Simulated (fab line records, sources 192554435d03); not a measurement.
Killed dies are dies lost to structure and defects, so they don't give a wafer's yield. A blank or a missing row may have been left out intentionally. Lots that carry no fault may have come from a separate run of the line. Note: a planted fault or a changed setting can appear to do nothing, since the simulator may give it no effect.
A struck lot beside a sound one	flow n5 finfet	17 steps out of a route of 1938
Sound: these wafers, L823.2, L823.3, L823.5. Struck: wafer L813.5 (left out: L813.1, L813.2 of the same lot, which were not struck); the cause appears at the end.
At each step with rows: each side's tool, then ch and its chambers, then its first start. Under that, the readings that differ: sound wafers	struck wafers	difference of the means	sigmas: that difference in standard deviations of wafers without a fault.
alike: words and numbers the same on both sides, and readings whose means are apart by under 2 such deviations; not compared: readings that were withheld, readings missing a value for some wafer, numbers with overlapping values and no deviation given by the record, and bounds like >300 which may hide the same value.
The two part at a step that has a row with sigmas, a row that says differs or no value, or rows on one side only. Numbers that have no deviation but don't overlap get no sigmas and don't part them. A reading that every wafer of one side lacks parts them only if that side has two wafers or more.

first, 11 steps without rows for these wafers: N5_FIN_SAQP_DESCUM_21 (chemistry O2, time 7.9 s); N5_FIN_SAQP_ETCH_51 (etches SiARC in CF4, target depth 45.5 nm, time 75.8 s); N5_FIN_SAQP_ETCH_52 (etches SOC in N2/H2, target depth 100 nm, overetch 20 nm, time 150 s); N5_FIN_SAQP_STRIP_53 (strips in N2/H2); N5_FIN_SAQP_HM_OPEN_73 (chemistry CHF3/O2, target SiO2, stops on a-Si, target depth 12 nm, time 16.8 s); N5_FIN_SAQP_STRIP_74 (strips in CHF3/O2); N5_FIN_SAQP_MANDREL_ETCH_22 (etches a-Si in HBr/Cl2, stops on SiNx, target depth 60 nm, bt time 10 s, time 30 s); N5_FIN_SAQP_STRIP_55 (strips in N2/H2); N5_FIN_SAQP_STRIP_23 (strips in SPM, time 750 s); N5_FIN_SAQP_SRD_66 (time 30 s); N5_FIN_SAQP_RECESS_75 (chemistry HF/NH3, target SiO2, target depth 14.4 nm, afs cycles 3, sublimation time 60 s).
N5_FIN_SAQP_SPACER1_ALD_24: deposits SiO2, target thk 20.3 nm, pulse time 1 s, purge time 2 s.
  sound on ald sin-02 ch 1,2,3, day 7 13:25; struck on ald sin-03 ch 0, day 5 00:10
reading	sound	struck	difference	sigmas
ald cycles	218 218 218	295	+77	
precursor pulse height rel	0.958 0.979 0.983	1.021	+0.048	+3
model.SiO2_of_FIN_SAQP_SPACER1_ALD_24.thk nm (nm)	20.2 20.4 20	27.4	+7.2	
  alike: heater power w
then, 1 step without rows for these wafers: N5_FIN_SAQP_SPACER1_ETCHBACK_25 (etches SiO2 in CHF3/O2, target depth 24.4 nm, time 12.2 s).
N5_FIN_SAQP_MANDREL1_REMOVE_56: chemistry HBr/Cl2/O2, target a-Si, stops on SiNx, bt time 10 s.
  sound on rie si-05 ch 0,2,3, day 7 14:17; struck on rie si-03 ch 2, day 5 01:10
reading	sound	struck	difference	sigmas
model.FIN_SAQP.cd nm (nm)	20 20.2 20	27.4	+7.3	
  alike: O2_flow_sccm, chamber pressure mTorr, drypump motor current A, oes product au, throttle valve pct
  not compared: rf hours counter h
N5_FIN_SAQP_CD_MEAS_27: the cd target is 20 nm.
  sound on cd sem-02 ch 0, day 7 14:24; struck on cd sem-02 ch 0, day 5 01:17
reading	sound	struck	difference	sigmas
cd nm (nm)	20.11 20.29 20.48	27.24	+6.95	+29
then, 1 step without rows for these wafers: N5_FIN_SAQP_ETCH_57 (etches SiNx in CH3F/O2, target depth 32.5 nm, time 46.4 s).
-- a jump in the record: the struck wafers' starts before and after are 11 days apart (it breaks off in module FIN_SAQP and resumes in module PASSIVATION, where the first step shown is number 1936 of the route) --
N5_PASSIVATION_PROBE_49:
  the record has rows for the struck wafers here (prober-01, day 15 17:29) and none for the sound ones

WHERE THEY PART
First at N5_FIN_SAQP_SPACER1_ALD_24; last, within this record, at N5_PASSIVATION_PROBE_49.

WHY: whatever the simulator had introduced
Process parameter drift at N5_FIN_SAQP_SPACER1_ALD_24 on ald sin-03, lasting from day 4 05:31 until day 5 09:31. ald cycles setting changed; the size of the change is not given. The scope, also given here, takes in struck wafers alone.
